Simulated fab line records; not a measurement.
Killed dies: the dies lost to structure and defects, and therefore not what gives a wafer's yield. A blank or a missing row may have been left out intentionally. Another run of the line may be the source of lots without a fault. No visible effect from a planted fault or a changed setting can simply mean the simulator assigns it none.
Matching of chambers | flow n5-finfet | N5_FIN_SAQP_HM_OPEN_73 on rie-diel-02: 4 sister chambers
The step chemistry CHF3/O2, target SiO2, stops on a-Si, target depth 12 nm, time 16.8 s. 8 wafers are shown with their chamber, then 11 later ones without.

== EACH WAFER AND ITS CHAMBER ==
wafer  | chamber | drypump-motor-current-A (A) | rf-vpp-V (V)
L080.2 | 1       | 6.2                         | 516
L081.5 | 3       | 5.1                         | 530
L084.1 | 3       | 5.1                         | 531
L084.2 | 2       | 5.7                         | 522
L092.2 | 0       | 5.2                         | 529
L092.4 | 1       | 6.2                         | 515
L092.5 | 2       | 5.8                         | 523
L093.1 | 0       | 5.2                         | 531

== WAFERS WHOSE CHAMBER IS MISSING ==
wafer  | drypump-motor-current-A (A) | rf-vpp-V (V)
L093.4 | 6.2                         | 514
L093.6 | 5.2                         | 529
L095.3 | 5.2                         | 530
L095.5 | 5.2                         | 529
L095.6 | 5.1                         | 530
L096.1 | 5.7                         | 521
L096.4 | 6.1                         | 514
L096.5 | 5.1                         | 530
L097.3 | 5.1                         | 530
L097.4 | 6.1                         | 514
L097.5 | 5.1                         | 530

== WHICH CHAMBER EACH ONE RAN IN ==
wafer  | from the rows above | in truth
L093.4 | 1                   | 1
L093.6 | 0                   | 0
L095.3 | 0                   | 0
L095.5 | 0                   | 0
L095.6 | 3                   | 3
L096.1 | 2                   | 2
L096.4 | 1                   | 1
L096.5 | 3                   | 3
L097.3 | 3                   | 3
L097.4 | 1                   | 1
L097.5 | 3                   | 3
Placed correctly: 11 of 11. Not placeable from these rows: 0. Number placed wrongly: 0.
How it was worked out, from the rows above alone: a wafer's distance from a chamber is the root of the sum, over the readings, of the square of ((its reading less the chamber's mean) divided by the reading's scatter). The wafer belongs to the nearest chamber; if the next one is less than 2 further off, it can't be placed. The mean given for a chamber averages the wafers shown for that chamber. How the scatter is found: for the shown wafers, subtract from each reading the mean of its chamber, square and add these, divide the total by (wafers less chambers), then take the root.
